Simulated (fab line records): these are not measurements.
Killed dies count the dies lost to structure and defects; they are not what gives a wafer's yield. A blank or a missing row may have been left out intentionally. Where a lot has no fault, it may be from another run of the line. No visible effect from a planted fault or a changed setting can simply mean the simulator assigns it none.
The tool behind it: which one? / flow n5-finfet / 9 lots, 25 wafers sampled, at 6 steps of a route of 1938

## WHAT THE GAUGES READ, wafer by wafer
N5_BEOL_M3_OCD_MEAS_38. Usual: trench-depth-nm 55.4 nm, standard deviation 0.86.
lot=L986; measured=day 7 13:16; on=ocd-02; trench-depth-nm (nm)=55.4 55.3 55.1; flag=
lot=L991; measured=day 9 00:04; on=ocd-01; trench-depth-nm (nm)=56.4 54.3 56.5; flag=
lot=L994; measured=day 9 12:00; on=ocd-02; trench-depth-nm (nm)=55.5 55.7 55.5; flag=
lot=L996; measured=day 10 06:44; on=ocd-01; trench-depth-nm (nm)=82.8 83.1; flag=OFF
lot=L997; measured=day 10 17:59; on=ocd-01; trench-depth-nm (nm)=55.9 82.6 55.7; flag=OFF
lot=L999; measured=day 11 13:47; on=ocd-02; trench-depth-nm (nm)=81.3 82.7; flag=OFF
lot=L103; measured=day 11 20:49; on=ocd-01; trench-depth-nm (nm)=56.4 55.7 55.8; flag=
lot=L105; measured=day 12 12:43; on=ocd-02; trench-depth-nm (nm)=56.4 54.7 55.7; flag=
lot=L107; measured=day 13 19:29; on=ocd-01; trench-depth-nm (nm)=54.2 55.8 56.6; flag=

N5_BEOL_M4_RC_MEAS_101. Usual: DIBL_N 36.2 mV/V, standard deviation 1.2; DIBL_P 36.3 mV/V, standard deviation 1.3; IOFF_N 0.155 nA/um, standard deviation 0.019; IOFF_P 0.210 nA/um, standard deviation 0.029; ION_N 677 uA/um, standard deviation 8.6; ION_P 465 uA/um, standard deviation 6.8; SS_N 71.4 mV/dec, standard deviation 0.48; SS_P 73.2 mV/dec, standard deviation 0.53; VT_N 249.9 mV, standard deviation 2.4; VT_P -250 mV, standard deviation 3.2.
lot=L986; measured=day 8 08:42; on=prober-01; DIBL_N (mV/V)=35.3 36.7 34.3; DIBL_P (mV/V)=36.5 38.1 35.1; IOFF_N (nA/um)=0.138 0.162 0.116; IOFF_P (nA/um)=0.190 0.215 0.163; ION_N (uA/um)=682 675 674; ION_P (uA/um)=470 464 460; SS_N (mV/dec)=70.8 72.0 70.3; SS_P (mV/dec)=73.2 73.5 72.9; VT_N (mV)=250.0 250.2 257.5; VT_P (mV)=-251 -249 -254; flag=
lot=L991; measured=day 10 00:17; on=prober-02; DIBL_N (mV/V)=35.7 34.8 33.7; DIBL_P (mV/V)=36.7 35.9 34.1; IOFF_N (nA/um)=0.176 0.147 0.128; IOFF_P (nA/um)=0.239 0.219 0.190; ION_N (uA/um)=682 680 681; ION_P (uA/um)=470 474 467; SS_N (mV/dec)=71.8 70.9 70.7; SS_P (mV/dec)=72.9 74.0 73.0; VT_N (mV)=251.2 250.3 250.1; VT_P (mV)=-250 -252 -250; flag=
lot=L994; measured=day 10 08:52; on=prober-01; DIBL_N (mV/V)=37.3 35.2 35.7; DIBL_P (mV/V)=38.1 36.1 36.5; IOFF_N (nA/um)=0.192 0.156 0.164; IOFF_P (nA/um)=0.255 0.230 0.228; ION_N (uA/um)=688 674 676; ION_P (uA/um)=467 461 467; SS_N (mV/dec)=71.8 71.5 71.1; SS_P (mV/dec)=74.0 73.6 72.9; VT_N (mV)=248.3 248.8 248.3; VT_P (mV)=-245 -245 -249; flag=
lot=L996; measured=day 11 13:43; on=prober-01; DIBL_N (mV/V)=37.7 37.3; DIBL_P (mV/V)=37.8 37.2; IOFF_N (nA/um)=0.204 0.191; IOFF_P (nA/um)=0.267 0.256; ION_N (uA/um)=678 685; ION_P (uA/um)=470 471; SS_N (mV/dec)=71.8 71.7; SS_P (mV/dec)=73.8 74.4; VT_N (mV)=246.3 246.6; VT_P (mV)=-248 -248; flag=
lot=L997; measured=day 11 21:41; on=prober-01; DIBL_N (mV/V)=35.9 34.9 37.9; DIBL_P (mV/V)=36.1 34.8 38.3; IOFF_N (nA/um)=0.138 0.127 0.181; IOFF_P (nA/um)=0.197 0.173 0.234; ION_N (uA/um)=662 664 681; ION_P (uA/um)=462 461 466; SS_N (mV/dec)=71.7 71.5 72.2; SS_P (mV/dec)=73.6 72.1 73.4; VT_N (mV)=251.8 252.5 248.7; VT_P (mV)=-250 -252 -250; flag=
lot=L999; measured=day 12 09:59; on=prober-02; DIBL_N (mV/V)=35.4 35.6; DIBL_P (mV/V)=37.3 37.5; IOFF_N (nA/um)=0.158 0.172; IOFF_P (nA/um)=0.225 0.238; ION_N (uA/um)=674 680; ION_P (uA/um)=462 472; SS_N (mV/dec)=71.5 70.5; SS_P (mV/dec)=74.0 73.7; VT_N (mV)=251.2 248.5; VT_P (mV)=-249 -246; flag=
lot=L103; measured=day 12 18:44; on=prober-02; DIBL_N (mV/V)=36.5 35.7 36.0; DIBL_P (mV/V)=37.6 36.6 37.3; IOFF_N (nA/um)=0.155 0.142 0.145; IOFF_P (nA/um)=0.216 0.194 0.219; ION_N (uA/um)=672 676 676; ION_P (uA/um)=464 464 463; SS_N (mV/dec)=70.9 71.5 71.8; SS_P (mV/dec)=73.4 73.3 73.5; VT_N (mV)=250.2 251.9 251.1; VT_P (mV)=-248 -251 -248; flag=
lot=L105; measured=day 13 15:44; on=prober-02; DIBL_N (mV/V)=34.4 35.5 35.8; DIBL_P (mV/V)=35.3 36.5 36.0; IOFF_N (nA/um)=0.122 0.139 0.135; IOFF_P (nA/um)=0.160 0.180 0.172; ION_N (uA/um)=668 681 664; ION_P (uA/um)=457 462 452; SS_N (mV/dec)=70.6 71.3 71.3; SS_P (mV/dec)=72.8 73.1 72.6; VT_N (mV)=253.7 249.6 249.5; VT_P (mV)=-255 -254 -251; flag=
lot=L107; measured=day 14 17:31; on=prober-02; DIBL_N (mV/V)=36.7 36.6 37.7; DIBL_P (mV/V)=36.1 35.9 38.0; IOFF_N (nA/um)=0.170 0.166 0.184; IOFF_P (nA/um)=0.206 0.199 0.240; ION_N (uA/um)=676 676 690; ION_P (uA/um)=466 461 471; SS_N (mV/dec)=71.5 70.6 72.1; SS_P (mV/dec)=73.0 73.5 73.9; VT_N (mV)=247.0 250.3 245.6; VT_P (mV)=-251 -252 -249; flag=

## EACH LOT AND THE TOOL THAT RAN IT (in order: tool; ch and the chambers of the sampled wafers; start)
lot=L986; N5_BEOL_M3_STRIP_66=rie-diel-06 ch 0,2,3, day 7 11:55; N5_BEOL_M3_ETCH_77=rie-diel-03 ch 0,1,2, day 7 12:38; N5_BEOL_M3_STRIP_36=rie-diel-05 ch 2,3, day 7 13:04; N5_BEOL_M3_TRENCH_ETCH_37=rie-diel-05 ch 2,3, day 7 13:06
lot=L991; N5_BEOL_M3_STRIP_66=rie-diel-03 ch 2,3, day 8 19:43; N5_BEOL_M3_ETCH_77=rie-diel-05 ch 0,3, day 8 20:25; N5_BEOL_M3_STRIP_36=rie-diel-06 ch 0,2, day 8 23:52; N5_BEOL_M3_TRENCH_ETCH_37=rie-diel-06 ch 0,2, day 8 23:55
lot=L994; N5_BEOL_M3_STRIP_66=rie-diel-03 ch 0,3, day 9 09:03; N5_BEOL_M3_ETCH_77=rie-diel-03 ch 1,3, day 9 09:46; N5_BEOL_M3_STRIP_36=rie-diel-05 ch 1,2, day 9 11:48; N5_BEOL_M3_TRENCH_ETCH_37=rie-diel-05 ch 1,2, day 9 11:50
lot=L996; N5_BEOL_M3_STRIP_66=rie-diel-05 ch 0, day 9 20:20; N5_BEOL_M3_ETCH_77=rie-diel-05 ch 0, day 9 21:02; N5_BEOL_M3_STRIP_36=rie-diel-05 ch 1, day 10 06:32; N5_BEOL_M3_TRENCH_ETCH_37=rie-diel-05 ch 1, day 10 06:35
lot=L997; N5_BEOL_M3_STRIP_66=rie-diel-05 ch 0,1,3, day 10 12:32; N5_BEOL_M3_ETCH_77=rie-diel-05 ch 0,1, day 10 13:27; N5_BEOL_M3_STRIP_36=rie-diel-05 ch 1,2, day 10 17:47; N5_BEOL_M3_TRENCH_ETCH_37=rie-diel-05 ch 1,2, day 10 17:50
lot=L999; N5_BEOL_M3_STRIP_66=rie-diel-05 ch 1, day 11 08:40; N5_BEOL_M3_ETCH_77=rie-diel-06 ch 0,3, day 11 09:29; N5_BEOL_M3_STRIP_36=rie-diel-05 ch 0,1, day 11 13:35; N5_BEOL_M3_TRENCH_ETCH_37=rie-diel-05 ch 0,1, day 11 13:37
lot=L103; N5_BEOL_M3_STRIP_66=rie-diel-05 ch 0,1,3, day 11 17:40; N5_BEOL_M3_ETCH_77=rie-diel-03 ch 0,1, day 11 18:31; N5_BEOL_M3_STRIP_36=rie-diel-03 ch 0,3, day 11 20:37; N5_BEOL_M3_TRENCH_ETCH_37=rie-diel-03 ch 0,3, day 11 20:39
lot=L105; N5_BEOL_M3_STRIP_66=rie-diel-03 ch 0,2,3, day 12 10:10; N5_BEOL_M3_ETCH_77=rie-diel-03 ch 0,2,3, day 12 10:59; N5_BEOL_M3_STRIP_36=rie-diel-03 ch 0,2,3, day 12 12:32; N5_BEOL_M3_TRENCH_ETCH_37=rie-diel-03 ch 0,2,3, day 12 12:34
lot=L107; N5_BEOL_M3_STRIP_66=rie-diel-03 ch 0,1,2, day 13 10:52; N5_BEOL_M3_ETCH_77=rie-diel-05 ch 1,2,3, day 13 11:49; N5_BEOL_M3_STRIP_36=rie-diel-06 ch 0,2,3, day 13 19:18; N5_BEOL_M3_TRENCH_ETCH_37=rie-diel-06 ch 0,2,3, day 13 19:20
- N5_BEOL_M3_STRIP_66: strips in CF4.
- N5_BEOL_M3_ETCH_77: etches underlayer in N2/H2, target depth 6.5 nm, time 5.2 s.
- N5_BEOL_M3_STRIP_36: strips in N2/H2.
- N5_BEOL_M3_TRENCH_ETCH_37: etches SiOC in C4F6/O2, target depth 55.555 nm, time 29.2 s.

## WHAT THE TOOLS THEMSELVES READ (means of the sampled wafers that have a number; where no wafer has one, the mark that the record gives instead)
N5_BEOL_M3_STRIP_66. Usual: drypump-motor-current-A 5.4 A, standard deviation 0.44; oes-product-au 0.77 a.u., standard deviation 0.069; rf-vpp-V 271.1 V, standard deviation 1.3; showerhead-plenum-p-Torr 1.79 Torr, standard deviation 0.034; throttle-valve-pct 13.56 %, standard deviation 0.26.
lot=L986; tool=rie-diel-06; drypump-motor-current-A (A)=5.5; oes-product-au (a.u.)=0.73; rf-vpp-V (V)=271.6; showerhead-plenum-p-Torr (Torr)=1.79; throttle-valve-pct (%)=13.79; flag=
lot=L991; tool=rie-diel-03; drypump-motor-current-A (A)=5.5; oes-product-au (a.u.)=0.73; rf-vpp-V (V)=271.0; showerhead-plenum-p-Torr (Torr)=1.81; throttle-valve-pct (%)=13.71; flag=
lot=L994; tool=rie-diel-03; drypump-motor-current-A (A)=5.7; oes-product-au (a.u.)=0.80; rf-vpp-V (V)=271.0; showerhead-plenum-p-Torr (Torr)=1.78; throttle-valve-pct (%)=13.63; flag=
lot=L996; tool=rie-diel-05; drypump-motor-current-A (A)=4.9; oes-product-au (a.u.)=0.69; rf-vpp-V (V)=269.6; showerhead-plenum-p-Torr (Torr)=1.77; throttle-valve-pct (%)=13.92; flag=
lot=L997; tool=rie-diel-05; drypump-motor-current-A (A)=5.1; oes-product-au (a.u.)=0.76; rf-vpp-V (V)=270.4; showerhead-plenum-p-Torr (Torr)=1.77; throttle-valve-pct (%)=13.55; flag=
lot=L999; tool=rie-diel-05; drypump-motor-current-A (A)=4.9; oes-product-au (a.u.)=0.83; rf-vpp-V (V)=269.1; showerhead-plenum-p-Torr (Torr)=1.74; throttle-valve-pct (%)=13.32; flag=
lot=L103; tool=rie-diel-05; drypump-motor-current-A (A)=5.1; oes-product-au (a.u.)=0.75; rf-vpp-V (V)=270.7; showerhead-plenum-p-Torr (Torr)=1.77; throttle-valve-pct (%)=13.55; flag=
lot=L105; tool=rie-diel-03; drypump-motor-current-A (A)=5.8; oes-product-au (a.u.)=0.75; rf-vpp-V (V)=270.5; showerhead-plenum-p-Torr (Torr)=1.80; throttle-valve-pct (%)=13.55; flag=
lot=L107; tool=rie-diel-03; drypump-motor-current-A (A)=5.7; oes-product-au (a.u.)=0.77; rf-vpp-V (V)=270.5; showerhead-plenum-p-Torr (Torr)=1.80; throttle-valve-pct (%)=13.41; flag=

N5_BEOL_M3_ETCH_77. Usual: drypump-motor-current-A 5.5 A, standard deviation 0.42; etch-rf-on-time-s 5.17 s, standard deviation 0.087; oes-product-au 0.68 a.u., standard deviation 0.07; rf-vpp-V 524.0 V, standard deviation 2.1; showerhead-plenum-p-Torr 2.54 Torr, standard deviation 0.057; throttle-valve-pct 17.82 %, standard deviation 0.25.
lot=L986; tool=rie-diel-03; drypump-motor-current-A (A)=5.7; etch-rf-on-time-s (s)=5.16; oes-product-au (a.u.)=0.71; rf-vpp-V (V)=524.5; showerhead-plenum-p-Torr (Torr)=2.56; throttle-valve-pct (%)=17.56; flag=
lot=L991; tool=rie-diel-05; drypump-motor-current-A (A)=5.2; etch-rf-on-time-s (s)=5.21; oes-product-au (a.u.)=0.62; rf-vpp-V (V)=523.9; showerhead-plenum-p-Torr (Torr)=2.54; throttle-valve-pct (%)=17.75; flag=
lot=L994; tool=rie-diel-03; drypump-motor-current-A (A)=5.3; etch-rf-on-time-s (s)=5.17; oes-product-au (a.u.)=0.67; rf-vpp-V (V)=525.2; showerhead-plenum-p-Torr (Torr)=2.56; throttle-valve-pct (%)=17.98; flag=
lot=L996; tool=rie-diel-05; drypump-motor-current-A (A)=4.9; etch-rf-on-time-s (s)=5.20; oes-product-au (a.u.)=0.59; rf-vpp-V (V)=522.5; showerhead-plenum-p-Torr (Torr)=2.51; throttle-valve-pct (%)=18.13; flag=
lot=L997; tool=rie-diel-05; drypump-motor-current-A (A)=4.9; etch-rf-on-time-s (s)=5.22; oes-product-au (a.u.)=0.68; rf-vpp-V (V)=522.5; showerhead-plenum-p-Torr (Torr)=2.48; throttle-valve-pct (%)=17.75; flag=
lot=L999; tool=rie-diel-06; drypump-motor-current-A (A)=5.3; etch-rf-on-time-s (s)=5.17; oes-product-au (a.u.)=0.71; rf-vpp-V (V)=523.0; showerhead-plenum-p-Torr (Torr)=2.50; throttle-valve-pct (%)=17.91; flag=
lot=L103; tool=rie-diel-03; drypump-motor-current-A (A)=5.5; etch-rf-on-time-s (s)=5.18; oes-product-au (a.u.)=0.71; rf-vpp-V (V)=523.0; showerhead-plenum-p-Torr (Torr)=2.54; throttle-valve-pct (%)=17.63; flag=
lot=L105; tool=rie-diel-03; drypump-motor-current-A (A)=5.8; etch-rf-on-time-s (s)=5.16; oes-product-au (a.u.)=0.67; rf-vpp-V (V)=524.5; showerhead-plenum-p-Torr (Torr)=2.55; throttle-valve-pct (%)=17.80; flag=
lot=L107; tool=rie-diel-05; drypump-motor-current-A (A)=5.4; etch-rf-on-time-s (s)=5.14; oes-product-au (a.u.)=0.67; rf-vpp-V (V)=525.1; showerhead-plenum-p-Torr (Torr)=2.51; throttle-valve-pct (%)=17.80; flag=

N5_BEOL_M3_STRIP_36. Usual: drypump-motor-current-A 5.5 A, standard deviation 0.39; oes-product-au 0.78 a.u., standard deviation 0.081; rf-vpp-V 59.1 V, standard deviation 1.3; showerhead-plenum-p-Torr 2.54 Torr, standard deviation 0.062; throttle-valve-pct 23.62 %, standard deviation 0.26.
lot=L986; tool=rie-diel-05; drypump-motor-current-A (A)=5.5; oes-product-au (a.u.)=0.78; rf-vpp-V (V)=57.8; showerhead-plenum-p-Torr (Torr)=2.55; throttle-valve-pct (%)=23.52; flag=
lot=L991; tool=rie-diel-06; drypump-motor-current-A (A)=5.7; oes-product-au (a.u.)=0.76; rf-vpp-V (V)=59.7; showerhead-plenum-p-Torr (Torr)=2.54; throttle-valve-pct (%)=23.72; flag=
lot=L994; tool=rie-diel-05; drypump-motor-current-A (A)=5.2; oes-product-au (a.u.)=0.85; rf-vpp-V (V)=58.9; showerhead-plenum-p-Torr (Torr)=2.50; throttle-valve-pct (%)=23.52; flag=
lot=L996; tool=rie-diel-05; drypump-motor-current-A (A)=5.0; oes-product-au (a.u.)=0.85; rf-vpp-V (V)=59.6; showerhead-plenum-p-Torr (Torr)=2.47; throttle-valve-pct (%)=23.32; flag=
lot=L997; tool=rie-diel-05; drypump-motor-current-A (A)=5.6; oes-product-au (a.u.)=0.81; rf-vpp-V (V)=58.6; showerhead-plenum-p-Torr (Torr)=2.52; throttle-valve-pct (%)=23.76; flag=
lot=L999; tool=rie-diel-05; drypump-motor-current-A (A)=4.9; oes-product-au (a.u.)=0.76; rf-vpp-V (V)=58.0; showerhead-plenum-p-Torr (Torr)=2.49; throttle-valve-pct (%)=23.57; flag=
lot=L103; tool=rie-diel-03; drypump-motor-current-A (A)=6.0; oes-product-au (a.u.)=0.83; rf-vpp-V (V)=58.3; showerhead-plenum-p-Torr (Torr)=2.50; throttle-valve-pct (%)=23.57; flag=
lot=L105; tool=rie-diel-03; drypump-motor-current-A (A)=5.8; oes-product-au (a.u.)=0.77; rf-vpp-V (V)=60.0; showerhead-plenum-p-Torr (Torr)=2.54; throttle-valve-pct (%)=23.56; flag=
lot=L107; tool=rie-diel-06; drypump-motor-current-A (A)=5.5; oes-product-au (a.u.)=0.79; rf-vpp-V (V)=58.8; showerhead-plenum-p-Torr (Torr)=2.50; throttle-valve-pct (%)=23.70; flag=

N5_BEOL_M3_TRENCH_ETCH_37. Usual: drypump-motor-current-A 5.5 A, standard deviation 0.39; mfc-ar-sccm 300.2 sccm, standard deviation 0.87; oes-product-au 0.78 a.u., standard deviation 0.08; rf-vpp-V 665 V, standard deviation 7.3; showerhead-plenum-p-Torr 2.85 Torr, standard deviation 0.068; throttle-valve-pct 20.90 %, standard deviation 0.23.
lot=L986; tool=rie-diel-05; drypump-motor-current-A (A)=5.6; mfc-ar-sccm (sccm)=300.0; oes-product-au (a.u.)=0.78; rf-vpp-V (V)=675; showerhead-plenum-p-Torr (Torr)=2.87; throttle-valve-pct (%)=20.84; flag=
lot=L991; tool=rie-diel-06; drypump-motor-current-A (A)=5.7; mfc-ar-sccm (sccm)=300.6; oes-product-au (a.u.)=0.76; rf-vpp-V (V)=662; showerhead-plenum-p-Torr (Torr)=2.86; throttle-valve-pct (%)=21.01; flag=
lot=L994; tool=rie-diel-05; drypump-motor-current-A (A)=5.2; mfc-ar-sccm (sccm)=299.2; oes-product-au (a.u.)=0.84; rf-vpp-V (V)=668; showerhead-plenum-p-Torr (Torr)=2.81; throttle-valve-pct (%)=20.82; flag=
lot=L996; tool=rie-diel-05; drypump-motor-current-A (A)=4.9; mfc-ar-sccm (sccm)=300.1; oes-product-au (a.u.)=1.11; rf-vpp-V (V)=671; showerhead-plenum-p-Torr (Torr)=2.77; throttle-valve-pct (%)=20.70; flag=OFF
lot=L997; tool=rie-diel-05; drypump-motor-current-A (A)=5.5; mfc-ar-sccm (sccm)=300.0; oes-product-au (a.u.)=0.90; rf-vpp-V (V)=666; showerhead-plenum-p-Torr (Torr)=2.83; throttle-valve-pct (%)=21.04; flag=
lot=L999; tool=rie-diel-05; drypump-motor-current-A (A)=4.9; mfc-ar-sccm (sccm)=299.6; oes-product-au (a.u.)=1.00; rf-vpp-V (V)=666; showerhead-plenum-p-Torr (Torr)=2.79; throttle-valve-pct (%)=20.96; flag=
lot=L103; tool=rie-diel-03; drypump-motor-current-A (A)=6.0; mfc-ar-sccm (sccm)=300.6; oes-product-au (a.u.)=0.83; rf-vpp-V (V)=658; showerhead-plenum-p-Torr (Torr)=2.81; throttle-valve-pct (%)=20.80; flag=
lot=L105; tool=rie-diel-03; drypump-motor-current-A (A)=5.8; mfc-ar-sccm (sccm)=299.7; oes-product-au (a.u.)=0.77; rf-vpp-V (V)=661; showerhead-plenum-p-Torr (Torr)=2.85; throttle-valve-pct (%)=20.82; flag=
lot=L107; tool=rie-diel-06; drypump-motor-current-A (A)=5.5; mfc-ar-sccm (sccm)=299.8; oes-product-au (a.u.)=0.79; rf-vpp-V (V)=660; showerhead-plenum-p-Torr (Torr)=2.81; throttle-valve-pct (%)=21.00; flag=

## THE ANSWER, worked out from the rows above alone
Rule: a lot counts as off when the mean over its wafers that have a number is more than 3 standard deviations away from the usual mean. Also off: a lot with no number at a reading for which 4 or more lots have one. The other lots that the step has rows for count as sound. After the gauges, taken in route order, come the tools' own readings; for these a lot's mean is taken, as printed above. At the first step where some lot is off, the reading lying furthest off is the one used; lots without a number count as furthest.
Off, at N5_BEOL_M3_OCD_MEAS_38 on trench-depth-nm: L996, L997, L999.
If a tool, at a process step before that reading, ran all the lots that are off and no sound lot after the first of them, it fits. Those tools and the gauges at N5_BEOL_M3_OCD_MEAS_38 are tried in the same way. One fits: rie-diel-05 at N5_BEOL_M3_STRIP_36 and N5_BEOL_M3_TRENCH_ETCH_37. At N5_BEOL_M3_STRIP_36 its last sound lot is L994 (day 9 11:48), its first lot that is off L996 (day 10 06:32): a fault that began between those two fits.

## WHAT THE SIMULATOR PUT IN
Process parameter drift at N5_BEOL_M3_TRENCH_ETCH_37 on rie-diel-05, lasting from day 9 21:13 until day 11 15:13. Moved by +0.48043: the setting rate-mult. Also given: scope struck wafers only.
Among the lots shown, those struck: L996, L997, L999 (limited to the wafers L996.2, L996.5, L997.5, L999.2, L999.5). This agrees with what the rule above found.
